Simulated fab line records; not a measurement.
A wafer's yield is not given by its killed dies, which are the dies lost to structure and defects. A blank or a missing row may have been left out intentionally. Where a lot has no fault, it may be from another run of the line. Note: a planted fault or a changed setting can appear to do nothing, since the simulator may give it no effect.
fab line records -- flow nandHarc
record lots=6, wafers=18, lastDay=33
route steps=1302 shown A_CHANNEL_HOLE_D2@586 END@1302
lots untouched by any fault: they come from a run of this same line in which no faults occurred
startH: hours from the record's opening day to when the first of the lot's shown wafers began -- waitH: hours since the lot's step before -- " same as the row above -- L1.1+2: one row covering several wafers at once -- - either no value or no given start -- * or withheld: withheld -- < > ~ a bound
route shown NAME@n: names a module that has steps shown in the file, with the first one's number in the route -- usual: mean/standard deviation of fault-free wafers -- same: alike in all rows -- chamber/n: place in a boat -- sites: per-site readings -- _std_site: standard deviation across them -- _edge_site: outer sites' mean less inner sites' -- radiusMm: for every site, how far away it sits from the centre of the wafer -- mask NAME#n: copy n -- behind: the most recent tool/chamber to have shaped the wafer -- hold: what put the lot on hold/how long, in hours/how the hold closed -- device: which transistor (n, p or np) failed to switch -- end of line: tests of these same wafers at the route's end -- a step without rows: its recipe alone -- killed: the dies lost at the first sort to structure and to defects; this is not the yield of the wafer -- map: shows each die of a wafer: x if killed, . if not, _ if none is there
set.NAME: the setting the step ran with; set.NAME@STEP: the setting that earlier step ran with -- model.NAME: the simulator's own value behind a step, which no gauge read
lots at selected steps of the route; one table per step, one row per wafer
services: when a tool's chamber went out of use (startH, in hours from the record's first day, below 0 if earlier), for how many hours, and the reason
## steps
# step NHARC_A_CHANNEL_HOLE_D2_ETCH_38
# recipe targetDepthA=390, overEtchFrac=0.3, timeS=65, ionEnergyEv=80, cf4FlowSccm=150, arFlowSccm=0, rfW=300, biasW=100, chemistry=CF4
# usual biasW=100.0/0.3, cf4FlowSccm=149.9/0.46, drypumpMotorCurrentA=5.8/0.39, oesProductAu=1.003/0.0093, rfVppV=151.6/1.1, showerheadPlenumPTorr=1.80/0.064, throttleValvePct=13.285/0.0096
lot.wafer,tool,chamber,startH,waitH,biasW,cf4FlowSccm,drypumpMotorCurrentA,oesProductAu,rfHoursCounterH,rfVppV,showerheadPlenumPTorr,throttleValvePct
L983.3,rieDiel-03,2,366.70,0.1,100.0,150.1,5.4,1.004,3.1,148.8,1.68,13.265
L983.5,rieDiel-03,1,366.70,0.1,99.6,150.0,5.9,0.993,-,151.5,1.87,13.292
L983.6,rieDiel-03,2,366.70,0.1,99.7,150.6,5.4,0.987,-,147.1,1.68,13.289
L984.3,rieDiel-03,2,380.34,0.1,99.8,149.9,5.4,0.981,4.7,150.5,1.68,13.285
L984.4,rieDiel-03,3,380.34,0.1,99.8,149.8,5.9,0.989,4.3,152.2,1.84,13.280
L984.5,rieDiel-03,3,380.34,0.1,99.7,150.0,5.9,0.995,-,153.5,1.84,13.282
L986.4,rieDiel-03,3,406.78,0.1,99.9,150.1,5.9,0.994,5.7,152.5,1.84,13.275
L986.2,rieDiel-03,0,406.78,0.1,100.2,150.3,5.0,0.999,4.7,152.4,1.88,13.281
L986.5,rieDiel-03,2,406.78,0.1,100.1,149.9,5.4,0.993,-,150.7,1.68,13.273
L991.4,rieDiel-03,0,442.88,0.1,100.1,149.9,5.0,1.004,7.0,153.7,1.88,13.302
L991.2,rieDiel-03,3,442.88,0.1,100.3,149.7,6.0,1.010,8.1,150.9,1.84,13.289
L991.5,rieDiel-03,0,442.88,0.1,99.7,149.9,5.0,1.010,-,151.9,1.88,13.284
L996.4,rieDiel-02,1,500.13,0.1,99.8,151.6,6.1,1.011,5.6,153.2,1.78,13.287
L996.3,rieDiel-02,3,500.13,0.1,100.1,149.8,6.1,1.013,5.5,152.6,1.79,13.270
L996.2,rieDiel-02,0,500.13,0.1,99.9,149.9,6.0,1.002,5.8,152.3,1.85,13.288
L998.2,rieDiel-02,0,513.18,0.1,100.5,149.6,6.0,1.015,6.5,151.8,1.85,13.291
L998.4,rieDiel-02,1,513.18,0.1,100.1,149.8,6.1,1.013,6.3,150.4,1.78,13.279
L998.5,rieDiel-02,3,513.18,0.1,99.8,150.3,6.1,1.013,-,152.6,1.79,13.287
# step NHARC_A_CHANNEL_HOLE_D2_ETCH_39
# recipe targetDepthA=2600, overEtchFrac=0.3, timeS=325, ionEnergyEv=200, n2FlowSccm=150, h2FlowSccm=150, arFlowSccm=0, rfW=400, biasW=150, chemistry=N2/H2
# step NHARC_A_CHANNEL_HOLE_D2_ETCH_34
# recipe targetDepthA=1540, timeS=77, cf4FlowSccm=100, chf3FlowSccm=30, arFlowSccm=0, rfW=500, biasW=200, chemistry=CF4/CHF3
# usual biasW=200.0/0.65, cf4FlowSccm=100.0/0.3, drypumpMotorCurrentA=5.8/0.39, oesProductAu=0.955/0.02, rfVppV=371.5/2.1, showerheadPlenumPTorr=1.60/0.057, throttleValvePct=16.803/0.0092
lot.wafer,tool,chamber,startH,waitH,biasW,cf4FlowSccm,drypumpMotorCurrentA,oesProductAu,rfHoursCounterH,rfVppV,showerheadPlenumPTorr,throttleValvePct
L983.3,rieDiel-03,0,-,-,201.3,100.6,5.0,0.945,2.3,373.9,1.68,16.808
L983.5,rieDiel-03,1,-,-,199.3,100.0,5.9,0.955,-,371.8,1.66,16.802
L983.6,rieDiel-03,2,-,-,200.5,100.1,5.4,0.960,-,368.1,1.49,16.803
L984.4,rieDiel-03,3,-,-,199.2,99.8,6.0,0.950,4.5,371.2,1.64,16.803
L984.3,rieDiel-03,0,-,-,199.9,100.2,5.0,0.974,3.5,374.3,1.68,16.811
L984.5,rieDiel-03,0,-,-,199.1,99.9,5.0,0.971,-,373.7,1.68,16.792
L986.4,rieDiel-03,3,-,-,200.1,99.6,6.0,0.976,5.9,373.5,1.64,16.803
L986.2,rieDiel-03,1,-,-,199.3,99.9,5.8,0.956,5.8,373.0,1.66,16.803
L986.5,rieDiel-03,3,-,-,200.1,99.7,6.0,0.974,-,372.6,1.64,16.815
L991.2,rieDiel-03,2,-,-,199.9,100.0,5.4,0.914,8.2,369.1,1.49,16.786
L991.4,rieDiel-03,3,-,-,200.3,99.8,5.9,0.925,8.3,372.7,1.64,16.820
L991.5,rieDiel-03,3,-,-,200.4,100.0,6.0,0.930,-,372.6,1.64,16.807
L996.2,rieDiel-02,3,-,-,198.5,100.1,6.1,0.936,5.7,371.8,1.59,16.788
L996.4,rieDiel-02,1,-,-,200.1,100.0,6.1,0.924,5.8,370.2,1.58,16.804
L996.3,rieDiel-02,2,-,-,199.5,100.3,6.1,0.926,6.0,373.1,1.64,16.803
L998.2,rieDiel-02,0,-,-,200.5,99.7,6.0,0.971,6.6,372.6,1.65,16.807
L998.4,rieDiel-02,3,-,-,199.3,100.1,6.1,0.975,6.1,371.6,1.59,16.810
L998.5,rieDiel-02,1,-,-,199.7,100.3,6.1,0.961,-,371.4,1.58,16.803
# step NHARC_A_CHANNEL_HOLE_D2_ETCH_16
# recipe targetDepthA=31000, overEtchFrac=0.3, timeS=806, ionEnergyEv=150, o2FlowSccm=400, cosFlowSccm=20, arFlowSccm=0, rfW=500, biasW=300, chemistry=O2/COS
# step NHARC_A_CHANNEL_HOLE_D2_CD_MEAS_18
# usual cdNm=98.9/2.3
lot.wafer,tool,chamber,startH,waitH,cdNm
L983.3,cdSem-01,-,367.72,-,97.2
L983.5,cdSem-01,-,367.72,-,95.9
L983.6,cdSem-01,-,367.72,-,101.0
L984.3,cdSem-01,-,381.36,-,98.7
L984.4,cdSem-01,-,381.36,-,102.0
L984.5,cdSem-01,-,381.36,-,103.1
L986.2,cdSem-03,-,407.80,-,97.8
L986.4,cdSem-03,-,407.80,-,98.1
L986.5,cdSem-03,-,407.80,-,96.7
L991.2,cdSem-02,-,443.91,-,98.4
L991.4,cdSem-02,-,443.91,-,99.4
L991.5,cdSem-02,-,443.91,-,97.8
L996.2,cdSem-03,-,501.55,-,95.2
L996.3,cdSem-03,-,501.55,-,96.0
L996.4,cdSem-03,-,501.55,-,97.2
L998.2,cdSem-02,-,514.19,-,99.3
L998.4,cdSem-02,-,514.19,-,98.6
L998.5,cdSem-02,-,514.19,-,98.0
# step NHARC_A_CHANNEL_HOLE_D2_ETCH_19
# recipe biasV=1200, sourceW=2500, pressureMtorr=15, timeS=34.5, arFlowSccm=375, c4f8FlowSccm=28.8, o2FlowSccm=96.2, tempC=-20, targetDepthA=*, chemistry=C4F8/O2/Ar
# step NHARC_A_CHANNEL_HOLE_D2_ETCH_20
# recipe biasV=3000, sourceW=withheld, pressureMtorr=20, timeS=361.9, arFlowSccm=375, c4f8FlowSccm=89.3, o2FlowSccm=35.7, tempC=-20, targetDepthA=16000, chemistry=C4F8/O2/Ar
# usual c4f8FlowSccm=89.30/0.23, chamberPressureMTorr=20.001/0.019, drypumpMotorCurrentA=5.9/0.48, showerheadPlenumPTorr=3.60/0.052, throttleValvePct=32.155/0.0083
lot.wafer,tool,chamber,startH,waitH,c4f8FlowSccm,chamberPressureMTorr,drypumpMotorCurrentA,rfHoursCounterH,showerheadPlenumPTorr,throttleValvePct
L983.3,harEtch-01,0,371.30,0.2,88.83,19.984,6.2,-,3.53,32.161
L983.6,harEtch-01,1,371.30,0.2,89.32,19.986,5.9,-,3.64,32.153
L983.5,harEtch-01,0,371.30,0.2,89.17,19.999,6.2,-,3.53,32.172
L984.3,harEtch-01,1,381.65,0.2,89.16,19.998,5.8,-,3.63,32.155
L984.4,harEtch-01,0,381.65,0.2,89.07,20.009,6.3,-,3.53,32.162
L984.5,harEtch-01,1,381.65,0.2,89.03,20.033,5.8,-,3.63,32.163
L986.2,harEtch-02,1,408.04,0.1,89.30,20.046,5.1,8,3.63,32.172
L986.4,harEtch-02,1,408.04,0.1,89.44,19.965,5.1,-,3.63,32.158
L986.5,harEtch-02,1,408.04,0.1,88.80,20.003,5.1,-,3.63,32.156
L991.2,harEtch-02,0,444.09,0.1,88.87,19.998,6.5,27,3.62,32.148
L991.4,harEtch-02,0,444.09,0.1,89.05,20.012,6.5,-,3.62,32.150
L991.5,harEtch-02,1,444.09,0.1,88.67,19.994,5.1,-,3.62,32.159
L996.2,harEtch-01,1,502.40,0.1,89.43,19.993,5.8,279,3.59,32.141
L996.4,harEtch-01,1,502.40,0.1,89.43,20.004,5.8,-,3.59,32.160
L996.3,harEtch-01,0,502.40,0.1,89.36,20.036,6.2,-,3.49,32.158
L998.2,harEtch-01,0,514.43,0.1,89.27,20.013,6.2,283,3.49,32.149
L998.4,harEtch-01,0,514.43,0.1,89.39,20.014,6.2,-,3.49,32.149
L998.5,harEtch-01,0,514.43,0.1,89.45,19.996,6.2,-,3.49,32.149
# step NHARC_A_CHANNEL_HOLE_D2_ETCH_21
# recipe biasV=3000, sourceW=withheld, pressureMtorr=20, timeS=514.3, arFlowSccm=375, c4f8FlowSccm=89.3, o2FlowSccm=35.7, tempC=-20, targetDepthA=16000, chemistry=C4F8/O2/Ar
# step NHARC_A_CHANNEL_HOLE_D2_ETCH_22
# recipe biasV=3000, sourceW=withheld, pressureMtorr=20, timeS=666.7, arFlowSccm=375, c4f8FlowSccm=89.3, o2FlowSccm=35.7, tempC=-20, targetDepthA=16000, chemistry=C4F8/O2/Ar
# step NHARC_A_CHANNEL_HOLE_D2_ETCH_23
# recipe biasV=5000, sourceW=withheld, pressureMtorr=20, timeS=819, arFlowSccm=375, c4f8FlowSccm=89.3, o2FlowSccm=35.7, tempC=-20, targetDepthA=16000, chemistry=C4F8/O2/Ar
# step NHARC_A_CHANNEL_HOLE_D2_ETCH_24
# recipe biasV=5000, sourceW=withheld, pressureMtorr=20, timeS=906.2, arFlowSccm=375, c4f8FlowSccm=93.8, o2FlowSccm=31.2, tempC=-20, targetDepthA=15000, chemistry=C4F8/O2/Ar
# step NHARC_A_CHANNEL_HOLE_D2_ETCH_25
# recipe biasV=5000, sourceW=withheld, pressureMtorr=20, timeS=1040.2, arFlowSccm=375, c4f8FlowSccm=93.8, o2FlowSccm=31.2, tempC=-20, targetDepthA=15000, chemistry=C4F8/O2/Ar
# usual c4f8FlowSccm=93.74/0.28, chamberPressureMTorr=20.002/0.02, drypumpMotorCurrentA=5.9/0.48, showerheadPlenumPTorr=3.59/0.052, throttleValvePct=32.236/0.0096
lot.wafer,tool,chamber,startH,waitH,c4f8FlowSccm,chamberPressureMTorr,drypumpMotorCurrentA,rfHoursCounterH,showerheadPlenumPTorr,throttleValvePct
L983.3,harEtch-01,0,374.38,0.7,94.10,20.037,6.2,-,3.53,32.233
L983.6,harEtch-01,1,374.38,0.7,93.80,20.009,5.8,-,3.63,32.238
L983.5,harEtch-01,0,374.38,0.7,93.97,19.979,6.2,-,3.53,32.209
L984.3,harEtch-01,1,384.61,0.7,93.18,20.009,5.8,-,3.63,32.251
L984.4,harEtch-01,0,384.61,0.7,93.64,20.005,6.3,-,3.52,32.229
L984.5,harEtch-01,1,384.61,0.7,93.36,19.993,5.8,-,3.63,32.232
L986.2,harEtch-02,1,410.95,0.7,93.59,19.967,5.1,10,3.63,32.236
L986.4,harEtch-02,1,410.95,0.7,93.67,20.013,5.1,-,3.63,32.239
L986.5,harEtch-02,1,410.95,0.7,93.52,19.984,5.1,-,3.63,32.214
L991.2,harEtch-02,0,446.88,0.6,93.76,19.960,6.4,29,3.61,32.229
L991.4,harEtch-02,0,446.88,0.6,93.62,19.995,6.4,-,3.61,32.232
L991.5,harEtch-02,1,446.88,0.6,94.12,20.029,5.1,-,3.62,32.237
L996.2,harEtch-01,1,511.57,0.6,93.51,20.002,5.8,282,3.59,32.246
L996.4,harEtch-01,1,511.57,0.6,93.51,20.004,5.8,-,3.59,32.239
L996.3,harEtch-01,0,511.57,0.6,93.65,20.016,6.2,-,3.48,32.242
L998.2,harEtch-01,0,517.28,0.7,93.55,20.017,6.2,286,3.48,32.244
L998.4,harEtch-01,0,517.28,0.7,93.96,20.032,6.2,-,3.48,32.244
L998.5,harEtch-01,0,517.28,0.7,93.64,19.984,6.2,-,3.48,32.244
# step NHARC_A_CHANNEL_HOLE_D2_ETCH_26
# recipe biasV=300, sourceW=2000, pressureMtorr=30, timeS=224.1, arFlowSccm=375, c4f8FlowSccm=11.4, o2FlowSccm=113.6, tempC=-20, targetDepthA=3000, chemistry=C4F8/O2/Ar
# usual biasV=300/3.3, c4f8FlowSccm=11.40/0.034, drypumpMotorCurrentA=5.9/0.48, showerheadPlenumPTorr=3.64/0.055, throttleValvePct=24.585/0.01
lot.wafer,tool,chamber,startH,waitH,biasV,c4f8FlowSccm,drypumpMotorCurrentA,rfHoursCounterH,showerheadPlenumPTorr,throttleValvePct
L983.3,harEtch-01,0,374.91,0.4,-,-,-,-,-,-
L983.6,harEtch-01,1,374.91,0.4,-,-,-,-,-,-
L983.5,harEtch-01,0,374.91,0.4,-,-,-,-,-,-
L984.3,harEtch-01,1,385.25,0.5,-,-,-,-,-,-
L984.4,harEtch-01,0,385.25,0.5,-,-,-,-,-,-
L984.5,harEtch-01,1,385.25,0.5,-,-,-,-,-,-
L986.2,harEtch-02,1,411.71,0.6,301,11.47,5.1,11,3.67,24.569
L986.4,harEtch-02,1,411.71,0.6,299,11.41,5.1,-,3.67,24.563
L986.5,harEtch-02,1,411.71,0.6,299,11.41,5.1,-,3.67,24.591
L991.2,harEtch-02,0,447.77,0.7,297,11.35,6.5,30,3.66,24.579
L991.4,harEtch-02,0,447.77,0.7,299,11.37,6.5,-,3.66,24.594
L991.5,harEtch-02,1,447.77,0.7,298,11.41,5.1,-,3.66,24.592
L996.2,harEtch-01,1,512.45,0.7,308,11.36,5.8,283,3.63,24.567
L996.4,harEtch-01,1,512.45,0.7,307,11.37,5.8,-,3.63,24.578
L996.3,harEtch-01,0,512.45,0.7,299,11.44,6.2,-,3.52,24.593
L998.2,harEtch-01,0,518.05,0.6,302,11.48,6.2,287,3.52,24.577
L998.4,harEtch-01,0,518.05,0.6,300,11.47,6.2,-,3.52,24.591
L998.5,harEtch-01,0,518.05,0.6,300,11.44,6.3,-,3.52,24.590
# step NHARC_A_CHANNEL_HOLE_D2_ETCH_27
# recipe biasV=400, sourceW=2000, pressureMtorr=25, timeS=90, arFlowSccm=375, c4f8FlowSccm=41.7, o2FlowSccm=83.3, tempC=-20, targetDepthA=4000, chemistry=C4F8/O2/Ar
# usual biasV=399/4.1, c4f8FlowSccm=41.70/0.12, drypumpMotorCurrentA=5.9/0.48, showerheadPlenumPTorr=3.63/0.054, throttleValvePct=27.620/0.0086
lot.wafer,tool,chamber,startH,waitH,biasV,c4f8FlowSccm,drypumpMotorCurrentA,rfHoursCounterH,showerheadPlenumPTorr,throttleValvePct
L983.3,harEtch-01,0,375.11,0.2,393,41.47,6.2,-,3.56,27.634
L983.6,harEtch-01,1,375.11,0.2,394,41.74,5.8,-,3.67,27.629
L983.5,harEtch-01,0,375.11,0.2,394,41.62,6.2,-,3.56,27.619
L984.3,harEtch-01,1,385.45,0.2,392,41.77,5.8,-,3.67,27.616
L984.4,harEtch-01,0,385.45,0.2,394,41.87,6.2,-,3.56,27.615
L984.5,harEtch-01,1,385.45,0.2,399,41.77,5.8,-,3.67,27.618
L986.2,harEtch-02,1,411.91,0.2,399,41.65,5.1,11,3.67,27.639
L986.4,harEtch-02,1,411.91,0.2,397,41.73,5.2,-,3.67,27.636
L986.5,harEtch-02,1,411.91,0.2,397,41.85,5.1,-,3.67,27.623
L991.2,harEtch-02,0,447.97,0.2,400,41.77,6.4,30,3.66,27.621
L991.4,harEtch-02,0,447.97,0.2,399,41.66,6.4,-,3.66,27.615
L991.5,harEtch-02,1,447.97,0.2,406,41.81,5.2,-,3.66,27.623
L996.2,harEtch-01,1,512.65,0.2,400,41.74,5.8,283,3.63,27.623
L996.4,harEtch-01,1,512.65,0.2,409,41.73,5.8,-,3.63,27.631
L996.3,harEtch-01,0,512.65,0.2,395,41.78,6.2,-,3.52,27.613
L998.2,harEtch-01,0,518.25,0.2,407,41.61,6.2,287,3.52,27.615
L998.4,harEtch-01,0,518.25,0.2,406,41.71,6.2,-,3.52,27.621
L998.5,harEtch-01,0,518.25,0.2,400,41.64,6.2,-,3.52,27.618
# step NHARC_END_SORT_01
# recipe tempC=25
# usual killedAtArray=55/22, killedAtOther=1.1/1.4, killedAtPeriphery=4/3.2, killedDies=59/22, killedOpen=3.3/1.8, killedShort=2.5/1.5
# same grossDies=677
lot.wafer,tool,chamber,startH,waitH,killedAtArray,killedAtOther,killedAtPeriphery,killedDies,killedOpen,killedShort
L983.3,prober-01,0,655.34,3.1,672,2,3,677,2,4
L983.5,prober-01,0,656.92,3.6,672,3,2,677,2,3
L983.6,prober-01,0,657.70,3.9,672,2,3,677,3,2
L984.3,prober-02,0,662.49,3.1,673,0,4,677,2,2
L984.4,prober-02,0,663.30,3.4,672,0,5,677,2,2
L984.5,prober-02,0,664.11,3.7,670,0,7,677,5,2
# killed by level:class
L983.3 A_CHANNEL_HOLE_D2:areaEtch=594 A_CHANNEL_HOLE_D1:chamberFilmFlake=40 A_CHANNEL_HOLE_D2:chamberFilmFlake=15 A_STAIRCASE:chamberFilmFlake=8 A_SLIT:chamberFilmFlake=2 P_STI:chamberFilmFlake=2 A_CONTACT:chamberFilmFlake=2 A_M1:chamberFilmFlake=2
L983.5 A_CHANNEL_HOLE_D2:areaEtch=605 A_CHANNEL_HOLE_D1:chamberFilmFlake=40 A_CHANNEL_HOLE_D2:chamberFilmFlake=15 A_STAIRCASE:chamberFilmFlake=5 THIN_TSV:chamberFilmFlake=3 A_CHANNEL_FILL_D2:geometricParticle:short=2 P_CONTACT:geometricParticle:open=1 A_ONON_D2:geometricParticle:short=1
L983.6 A_CHANNEL_HOLE_D2:areaEtch=630 A_CHANNEL_HOLE_D1:chamberFilmFlake=14 A_CHANNEL_HOLE_D2:chamberFilmFlake=13 A_STAIRCASE:chamberFilmFlake=7 A_CONTACT:chamberFilmFlake=2 THIN_TSV:chamberFilmFlake=2 P_M0:geometricParticle:open=1 A_DECK1_JOINT:geometricParticle:short=1
L984.3 A_CHANNEL_HOLE_D2:areaEtch=622 A_SLIT:chamberFilmFlake=23 A_CHANNEL_HOLE_D2:chamberFilmFlake=13 A_CHANNEL_HOLE_D1:chamberFilmFlake=11 A_ONON_D2:geometricParticle:short=2 A_STAIRCASE:chamberFilmFlake=2 P_GATE:geometricParticle:open=1 P_M0:geometricParticle:open=1
L984.4 A_CHANNEL_HOLE_D2:areaEtch=588 A_SLIT:chamberFilmFlake=35 A_CHANNEL_HOLE_D1:chamberFilmFlake=31 A_CHANNEL_HOLE_D2:chamberFilmFlake=9 A_STAIRCASE:chamberFilmFlake=6 P_CONTACT:geometricParticle:open=1 P_M1:geometricParticle:short=1 A_ONON_D1:geometricParticle:open=1
L984.5 A_CHANNEL_HOLE_D2:areaEtch=605 A_SLIT:chamberFilmFlake=28 A_CHANNEL_HOLE_D1:chamberFilmFlake=23 A_CHANNEL_HOLE_D2:chamberFilmFlake=8 A_ONON_D2:geometricParticle:open=2 P_CONTACT:chamberFilmFlake=2 A_STAIRCASE:chamberFilmFlake=2 P_GATE:geometricParticle:short=1
# map L983.3 (x killed, . not)
____________x____________
_________xxxxxxx_________
_______xxxxxxxxxxx_______
______xxxxxxxxxxxxx______
_____xxxxxxxxxxxxxxx_____
____xxxxxxxxxxxxxxxxx____
____xxxxxxxxxxxxxxxxx____
___xxxxxxxxxxxxxxxxxxx___
___xxxxxxxxxxxxxxxxxxx___
__xxxxxxxxxxxxxxxxxxxxx__
__xxxxxxxxxxxxxxxxxxxxx__
_xxxxxxxxxxxxxxxxxxxxxxx_
_xxxxxxxxxxxxxxxxxxxxxxx_
_xxxxxxxxxxxxxxxxxxxxxxx_
_xxxxxxxxxxxxxxxxxxxxxxx_
_xxxxxxxxxxxxxxxxxxxxxxx_
xxxxxxxxxxxxxxxxxxxxxxxxx
xxxxxxxxxxxxxxxxxxxxxxxxx
xxxxxxxxxxxxxxxxxxxxxxxxx
xxxxxxxxxxxxxxxxxxxxxxxxx
xxxxxxxxxxxxxxxxxxxxxxxxx
_xxxxxxxxxxxxxxxxxxxxxxx_
_xxxxxxxxxxxxxxxxxxxxxxx_
_xxxxxxxxxxxxxxxxxxxxxxx_
_xxxxxxxxxxxxxxxxxxxxxxx_
_xxxxxxxxxxxxxxxxxxxxxxx_
__xxxxxxxxxxxxxxxxxxxxx__
__xxxxxxxxxxxxxxxxxxxxx__
___xxxxxxxxxxxxxxxxxxx___
___xxxxxxxxxxxxxxxxxxx___
____xxxxxxxxxxxxxxxxx____
____xxxxxxxxxxxxxxxxx____
_____xxxxxxxxxxxxxxx_____
______xxxxxxxxxxxxx______
_______xxxxxxxxxxx_______
_________xxxxxxx_________
____________x____________
# map L984.3 (x killed, . not)
____________x____________
_________xxxxxxx_________
_______xxxxxxxxxxx_______
______xxxxxxxxxxxxx______
_____xxxxxxxxxxxxxxx_____
____xxxxxxxxxxxxxxxxx____
____xxxxxxxxxxxxxxxxx____
___xxxxxxxxxxxxxxxxxxx___
___xxxxxxxxxxxxxxxxxxx___
__xxxxxxxxxxxxxxxxxxxxx__
__xxxxxxxxxxxxxxxxxxxxx__
_xxxxxxxxxxxxxxxxxxxxxxx_
_xxxxxxxxxxxxxxxxxxxxxxx_
_xxxxxxxxxxxxxxxxxxxxxxx_
_xxxxxxxxxxxxxxxxxxxxxxx_
_xxxxxxxxxxxxxxxxxxxxxxx_
xxxxxxxxxxxxxxxxxxxxxxxxx
xxxxxxxxxxxxxxxxxxxxxxxxx
xxxxxxxxxxxxxxxxxxxxxxxxx
xxxxxxxxxxxxxxxxxxxxxxxxx
xxxxxxxxxxxxxxxxxxxxxxxxx
_xxxxxxxxxxxxxxxxxxxxxxx_
_xxxxxxxxxxxxxxxxxxxxxxx_
_xxxxxxxxxxxxxxxxxxxxxxx_
_xxxxxxxxxxxxxxxxxxxxxxx_
_xxxxxxxxxxxxxxxxxxxxxxx_
__xxxxxxxxxxxxxxxxxxxxx__
__xxxxxxxxxxxxxxxxxxxxx__
___xxxxxxxxxxxxxxxxxxx___
___xxxxxxxxxxxxxxxxxxx___
____xxxxxxxxxxxxxxxxx____
____xxxxxxxxxxxxxxxxx____
_____xxxxxxxxxxxxxxx_____
______xxxxxxxxxxxxx______
_______xxxxxxxxxxx_______
_________xxxxxxx_________
____________x____________
## services
tool,chamber,startH,hours,kind
rieDiel-02,1,345.40,4.9,repair
rieDiel-03,0,363.80,-,clean
rieDiel-03,1,363.80,-,clean
rieDiel-03,2,363.80,-,clean
rieDiel-03,3,363.80,-,clean
rieDiel-02,3,370.56,2.7,repair
harEtch-02,-,377.00,17.0,pm
harEtch-02,0,377.00,17.0,ventCycle
harEtch-02,1,377.00,17.0,ventCycle
rieDiel-03,1,384.40,1.3,repair
rieDiel-03,0,388.30,-,clean
rieDiel-03,1,388.30,-,clean
rieDiel-03,2,388.30,-,clean
rieDiel-03,3,388.30,-,clean
rieDiel-02,-,393.70,9.0,pm
harEtch-02,0,394.00,-,clean
harEtch-02,1,394.00,-,clean
harEtch-02,1,394.00,-,consumableReplace:esc
harEtch-02,1,394.00,-,consumableReplace:focusRing
harEtch-01,-,414.29,0.2,repair
rieDiel-03,1,454.62,8.2,repair
rieDiel-03,-,458.30,9.0,pm
rieDiel-02,3,460.90,2.2,repair
rieDiel-02,3,476.12,15.2,repair
## key
firstSign step=NHARC_A_CHANNEL_HOLE_D2_ETCH_26, reading=toolRecord, direction=missing
effect step=NHARC_END_SORT_01, reading=killedDies, direction=up, sigmas=28, usual=59, struck=677
moreKillsBornAt NHARC_A_CHANNEL_HOLE_D2_ETCH_26@harEtch-01=3644
metAt NHARC_A_CHANNEL_HOLE_D2_ETCH_26
struckWafers L983.3,L983.5,L983.6,L984.3,L984.4,L984.5
laterRowsLeftOut L983.3,L983.5,L983.6,L984.3,L984.4,L984.5
testerLeftOut L983,L984
fault kind=skippedStepWhole, tool=harEtch-01, chamber=-, onsetH=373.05, steps=NHARC_A_CHANNEL_HOLE_D2_ETCH_26, scope=struckLotsOnly
# testerLeftOut: of these lots the tester's yield and bins aren't shown, on N5 and GAA mostly nor the transistor test; their killed dies are dies lost to structure and defects alone, not to doping, threshold or leakage, so they don't give the yield
# laterRowsLeftOut: the simulator's readings of these wafers behind a module that went badly wrong aren't trusted and aren't shown, but for the sort
